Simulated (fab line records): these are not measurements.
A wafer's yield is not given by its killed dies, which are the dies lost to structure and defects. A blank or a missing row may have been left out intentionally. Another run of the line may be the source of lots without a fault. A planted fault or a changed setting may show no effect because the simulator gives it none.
Problem report, 8D (eight disciplines) form, completed by code | flow n5-finfet | the parts of the form that need people (team, actions taken, sign-off) are left out

## 1. THE ISSUE
Mean of killed_at_M0_to_M3 at N5_PASSIVATION_PROBE_49: 121 across 6 wafers in 2 lots; on wafers with no fault it is 32 (standard deviation 9.5). That puts it +9.4 standard deviations away from the usual mean.
The first sign was on wafer L525.1 at day 16 15:43, on prober-01. The record has a number at this step for 15 wafers belonging to 5 lots. The rule behind "out" and "out of limits": a value lying over 4 standard deviations away from the usual mean. The rest of the wafers with a number are treated as sound.

## 2. WHAT IT IS; WHAT IT IS NOT
question                    | is                     | is not
which readings at this step | killed_at_M0_to_M3     | killed-at-contacts, killed-at-front-end, killed-at-other, killed-open, killed-short, sort_bin_4_leakage, sort_bin_8_speed
which lots                  | L524, L525             | L510, L512, L528
which wafers of those lots  | all that have a number | -
read on which tools         | prober-01, prober-02   | -
when                        | from day 16 15:43      | up to then (6 sound wafers); but 3 sound wafers of L528 came after

## 3. THE SUSPECTS, EACH WITH WHAT RULES IT OUT
Counting: a tool at a process step up to the reading stays a suspect if it ran every lot that is out and no sound lot after the first of them.
- wet-bench-03 at N5_BEOL_M0_STRIP_139 (strips in post etch residue remover, time 60 s): kept. It ran every lot that is out, first L525 (day 9 20:26), and no sound lot after that; its last sound lot up to then is L512 (day 6 14:16).
The count leaves wet-bench-03 at N5_BEOL_M0_STRIP_139.

## 4. THE CAUSE (what the simulator had put in)
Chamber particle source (wet-bench-03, N5_BEOL_M0_STRIP_139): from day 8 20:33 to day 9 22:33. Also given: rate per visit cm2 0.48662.
This tool alone remained once counting was done.

## 5. THE EFFECT CHAIN, in route order
Each row: a reading whose mean over the struck wafers that have a number lies more than 3 standard deviations from the usual. Scope: only readings with a usual standard deviation given in the record; hours: median across lots of the time from each lot's start at the first step in this table that gives one to its start at this step; sigmas: change in usual standard deviations.
hours | step                    | reading              | usual  | on struck wafers | change | sigmas
0     | N5_PASSIVATION_PROBE_49 | defect-limited-yield | 91.6 % | 84.8             | -6.8   | -4.8
0     | N5_PASSIVATION_PROBE_49 | killed_at_M0_to_M3   | 32     | 121              | +89    | +9.4
0     | N5_PASSIVATION_PROBE_49 | killed-dies          | 99     | 179              | +80    | +5.0
0     | N5_PASSIVATION_PROBE_49 | sort_bin_5_function  | 4.8 %  | 9.6              | +4.8   | +5.4
Process steps it contains:
- N5_PASSIVATION_PROBE_49

## 6. HOW IT WOULD HAVE BEEN CAUGHT EARLIER
In this record the first reading out of limits was taken at day 16 15:43, 187 hours after the fault began at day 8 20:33.
Lots out: 2; all had begun N5_BEOL_M0_STRIP_139 on wet-bench-03 by day 16 15:43. Holding the tool at that point would not have protected any of them.
